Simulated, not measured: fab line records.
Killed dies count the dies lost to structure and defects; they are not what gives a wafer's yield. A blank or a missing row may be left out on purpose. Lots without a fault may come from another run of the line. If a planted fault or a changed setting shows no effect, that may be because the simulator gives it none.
Which of the tools did it?    flow n5Finfet    7 lots with 21 wafers sampled at 5 steps, on a route of 1938 steps

WHAT THE GAUGES READ, wafer by wafer
N5_BEOL_M7_OCD_MEAS_38.
lot   measured      on      trenchDepthNm (nm)
L801  day 11 00:02  ocd-02  94.0 91.8 93.8
L802  day 11 09:03  ocd-02  94.9 93.7 97.5
L807  day 12 01:49  ocd-02  93.9 95.9 96.4
L813  day 14 01:26  ocd-01  98.5 120.4 93.2
L814  day 14 01:15  ocd-01  93.4 91.3 93.9
L816  day 14 19:23  ocd-02  93.3 93.7 90.5
L818  day 15 05:37  ocd-02  91.7 93.2 93.7

EACH LOT AND THE TOOL THAT RAN IT (in order: tool; ch and the chambers of the sampled wafers; start)
lot   N5_BEOL_M7_STRIP_67                N5_BEOL_M7_STRIP_19                N5_BEOL_M7_TRENCH_ETCH_37          N5_BEOL_M7_STRIP_80
L801  rieDiel-05 ch 0,2, day 10 22:13    rieDiel-05 ch 0,3, day 10 22:22    rieDiel-01 ch 0,1,3, day 10 23:53  rieDiel-01 ch 0,1,3, day 11 00:02 or earlier
L802  rieDiel-04 ch 0,1, day 11 05:12    rieDiel-05 ch 0,1,3, day 11 05:21  rieDiel-04 ch 0,1,2, day 11 08:53  rieDiel-04 ch 0,1,2, day 11 09:03 or earlier
L807  rieDiel-04 ch 0,2, day 11 23:43    rieDiel-04 ch 0,2,3, day 11 23:52  rieDiel-04 ch 0,2, day 12 01:40    rieDiel-04 ch 0,2, day 12 01:49 or earlier
L813  rieDiel-04 ch 0,2,3, day 13 23:18  rieDiel-05 ch 0,1,2, day 13 23:31  rieDiel-04 ch 0,1,3, day 14 01:17  rieDiel-04 ch 0,1,3, day 14 01:26 or earlier
L814  rieDiel-01 ch 1,2,3, day 13 23:49  rieDiel-04 ch 0,1,2, day 14 00:04  rieDiel-01 ch 0,2,3, day 14 01:06  rieDiel-01 ch 0,2,3, day 14 01:15 or earlier
L816  rieDiel-01 ch 0,1,2, day 14 17:39  rieDiel-01 ch 1,2,3, day 14 17:49  rieDiel-01 ch 0,3, day 14 19:14    rieDiel-01 ch 0,3, day 14 19:23 or earlier
L818  rieDiel-05 ch 0,3, day 15 04:16    rieDiel-05 ch 0,1,3, day 15 04:26  rieDiel-01 ch 0,1,2, day 15 05:27  rieDiel-01 ch 0,1,2, day 15 05:37 or earlier
- N5_BEOL_M7_STRIP_67: strips in CF4.
- N5_BEOL_M7_STRIP_19: strips in O2.
- N5_BEOL_M7_TRENCH_ETCH_37: etches SiCOH lowk in C4F6/O2, target depth 93.478 nm, time 31.2 s.
- N5_BEOL_M7_STRIP_80: strips in N2/H2, time 10 s.

THE ANSWER, worked out from the rows above alone
Rule: what is usual is taken from the lots themselves. Put in order of their means at a reading, lots are off if they are a third of the lots or fewer, leave a main group of 4 or more, and stand apart from it by a gap of 3 or more times the standard deviation of the main group's means; of several such gaps the widest counts. Not used: any main group whose means are identical at the precision the tables above print for the reading. Also off: a lot with no number at a reading for which 4 or more lots have one. The other lots that the step has rows for count as sound.
Off at N5_BEOL_M7_OCD_MEAS_38 (trenchDepthNm): L813. Main group: mean 93.7 nm, sd 1.2.
A tool fits if, at a process step before that reading, it ran every lot that is off, and no sound lot after the first of them. Those tools and the gauges at N5_BEOL_M7_OCD_MEAS_38 are tried in the same way. N5_BEOL_M7_STRIP_80: start missing for some lots; hours and lot order therefore follow N5_BEOL_M7_OCD_MEAS_38. This does not decide it: 2 tools fit, namely rieDiel-04 at N5_BEOL_M7_STRIP_67 and N5_BEOL_M7_TRENCH_ETCH_37 and N5_BEOL_M7_STRIP_80 and ocd-01 at N5_BEOL_M7_OCD_MEAS_38.

WHAT THE SIMULATOR HAD PUT IN
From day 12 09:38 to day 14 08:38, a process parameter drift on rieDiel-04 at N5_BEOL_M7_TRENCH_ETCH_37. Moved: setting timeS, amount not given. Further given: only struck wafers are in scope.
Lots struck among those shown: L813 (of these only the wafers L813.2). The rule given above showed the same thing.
